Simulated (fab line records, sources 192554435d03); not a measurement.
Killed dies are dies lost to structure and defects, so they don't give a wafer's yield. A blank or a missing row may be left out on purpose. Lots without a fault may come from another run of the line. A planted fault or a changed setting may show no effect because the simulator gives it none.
Problem report in the 8D (eight disciplines) form, filled by code | flow n5_finfet | the parts of the form that need people (team, actions taken, sign-off) are left out

1. THE PROBLEM
killed_at_M4_up at N5_PASSIVATION_PROBE_49 reads a mean of 342 on 6 wafers of 2 lots; wafers without a fault read 14 with a standard deviation of 4.9. That is +67 standard deviations from the usual mean.
First seen on wafer L442.2, day 16 14:59, on prober-02. The record holds 11 wafers of 4 lots with a number at this step. Rule for "out", or "out of limits": more than 4 standard deviations from the usual mean. The other wafers with a number count as sound.

2. WHAT IT IS AND WHAT IT IS NOT
question                    | is                                                                                                                  | is not
which readings at this step | killed_at_M4_up, defect_limited_yield, killed_dies, killed_on_rim, sort_bin_5_function, sort_n_pass, sort_yield_pct | killed_at_M0_to_M3, killed_at_contacts, killed_at_front_end, killed_at_other, killed_open, killed_short, sort_bin_6_memory, sort_bin_8_speed
which lots                  | L441, L442                                                                                                          | L424, L426
which wafers of those lots  | all that have a number                                                                                              | -
read on which tools         | prober-02                                                                                                           | prober-01
when                        | from day 16 14:59                                                                                                   | up to then (5 sound wafers)

3. SUSPECTS, AND WHAT RULES EACH OUT
Counting: a tool at a process step up to the reading stays a suspect if it ran every lot that is out and no sound lot after the first of them.
- pvd_sputter-01 at N5_BEOL_M8_DEGAS_44 (time 60 s): kept. It ran every lot that is out, first L442 (day 13 21:29), and no sound lot after that.
- pecvd-02 at N5_BEOL_M9_PECVD_70 (deposits SiO2 from TEOS/O2, target thk 20 nm, time 22.7 s): kept. It ran every lot that is out, first L442 (day 14 00:01), and no sound lot after that.
- prober-02 at N5_PASSIVATION_PROBE_49: kept. It ran every lot that is out, first L442 (day 16 14:59), and no sound lot after that; its last sound lot up to then is L426 (day 12 23:55). Its own readings are out on those wafers: defect_limited_yield, killed_at_M4_up, killed_dies, killed_on_rim, sort_bin_5_function, sort_n_pass, sort_yield_pct.
Left after counting: pvd_sputter-01 at N5_BEOL_M8_DEGAS_44, pecvd-02 at N5_BEOL_M9_PECVD_70, prober-02 at N5_PASSIVATION_PROBE_49.

4. THE CAUSE (what the simulator had put in)
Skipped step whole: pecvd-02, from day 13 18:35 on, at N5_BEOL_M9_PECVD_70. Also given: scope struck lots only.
Counting left 3 suspects, and this tool is among them.

5. THE CHAIN OF EFFECTS, in route order
Each row: a reading whose mean over the struck wafers that have a number lies more than 3 standard deviations from the usual. Only readings for which the record gives a usual standard deviation are gone through. hours: the time from each lot's start at the first step in this table that gives one to its start at this step, as a median over the lots. sigmas: the change in usual standard deviations.
hours | step                    | reading              | usual  | on struck wafers | change | sigmas
0     | N5_PASSIVATION_PROBE_49 | defect_limited_yield | 91.2 % | 63.5             | -27.7  | -20
0     | N5_PASSIVATION_PROBE_49 | killed_at_M4_up      | 14     | 342              | +328   | +67
0     | N5_PASSIVATION_PROBE_49 | killed_dies          | 104    | 431              | +327   | +19
0     | N5_PASSIVATION_PROBE_49 | killed_on_rim        | 13     | 109              | +96    | +23
0     | N5_PASSIVATION_PROBE_49 | sort_bin_5_function  | 5.2 %  | 33.2             | +28.1  | +28
0     | N5_PASSIVATION_PROBE_49 | sort_n_pass          | 1076   | 749              | -327   | -19
0     | N5_PASSIVATION_PROBE_49 | sort_yield_pct       | 91.1 % | 63.5             | -27.6  | -18
The process steps in it:
- N5_PASSIVATION_PROBE_49
Readings that are blank on the struck wafers while sound wafers have them: chamber_pressure_Torr at N5_BEOL_M9_PECVD_70; heater_power_outer_w at N5_BEOL_M9_PECVD_70; heater_power_w at N5_BEOL_M9_PECVD_70; showerhead_plenum_p_Torr at N5_BEOL_M9_PECVD_70; throttle_valve_pct at N5_BEOL_M9_PECVD_70.

6. WHAT WOULD HAVE CAUGHT IT SOONER
In this record the first reading out of limits was taken at day 16 14:59, 68 hours after the fault began at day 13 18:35.
At N5_BEOL_M9_PECVD_70 the tool's readings are blank on the struck wafers, where sound wafers have them: an empty tool record is the first sign, and it was there at once.
All the lots that are out (2) had begun N5_BEOL_M9_PECVD_70 on pecvd-02 by day 16 14:59. A hold on the tool at that time would have spared none of them.
